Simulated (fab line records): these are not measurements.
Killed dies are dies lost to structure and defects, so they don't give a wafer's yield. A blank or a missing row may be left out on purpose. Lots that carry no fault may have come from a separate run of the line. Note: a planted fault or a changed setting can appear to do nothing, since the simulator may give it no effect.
Chamber matching | flow n5-finfet | lpcvd-01 running N5_DUMMY_GATE_CVD_03: 13 sister chambers
The step deposits a-Si from SiH4, target thk 150 nm, time 8042 s. 13 wafers are shown with their chamber, then 1 later ones without.

## EACH WAFER AND ITS CHAMBER
wafer  | chamber | spike-tc-upper-C (C)
L614.2 | 1/45    | 530.1
L614.3 | 1/50    | 530.1
L615.1 | 0/65    | 527.3
L615.2 | 0/70    | 527.3
L615.4 | 0/79    | 527.3
L628.4 | 1/54    | 529.8
L628.5 | 1/59    | 529.8
L628.6 | 1/64    | 529.8
L629.1 | 0/40    | 527.7
L629.2 | 0/45    | 527.7
L631.1 | 0/90    | 526.6
L631.4 | 0/104   | 526.6
L631.5 | 0/109   | 526.6

## WAFERS WHOSE CHAMBER IS MISSING
wafer  | spike-tc-upper-C (C)
L635.4 | 527.4

## WHICH CHAMBER EACH ONE RAN IN
wafer  | from the rows above                   | in truth
L635.4 | can't be placed: 0/65 or 0/70 or 0/79 | 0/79
Correct placement for 0 of the 1. Unplaceable from these rows: 1, with the true chamber sitting among the candidates in 1. Placed wrongly: 0.
How it was worked out, from the rows above alone: a wafer's distance from a chamber is the root of the sum, over the readings, of the square of ((its reading less the chamber's mean) divided by the reading's scatter). The wafer belongs to the nearest chamber; if the next one is less than 2 further off, it can't be placed. A chamber's mean is the mean of its shown wafers. The scatter: with one shown wafer a chamber, the root of the mean of the squares of how far each hidden wafer lies from its nearest shown one.
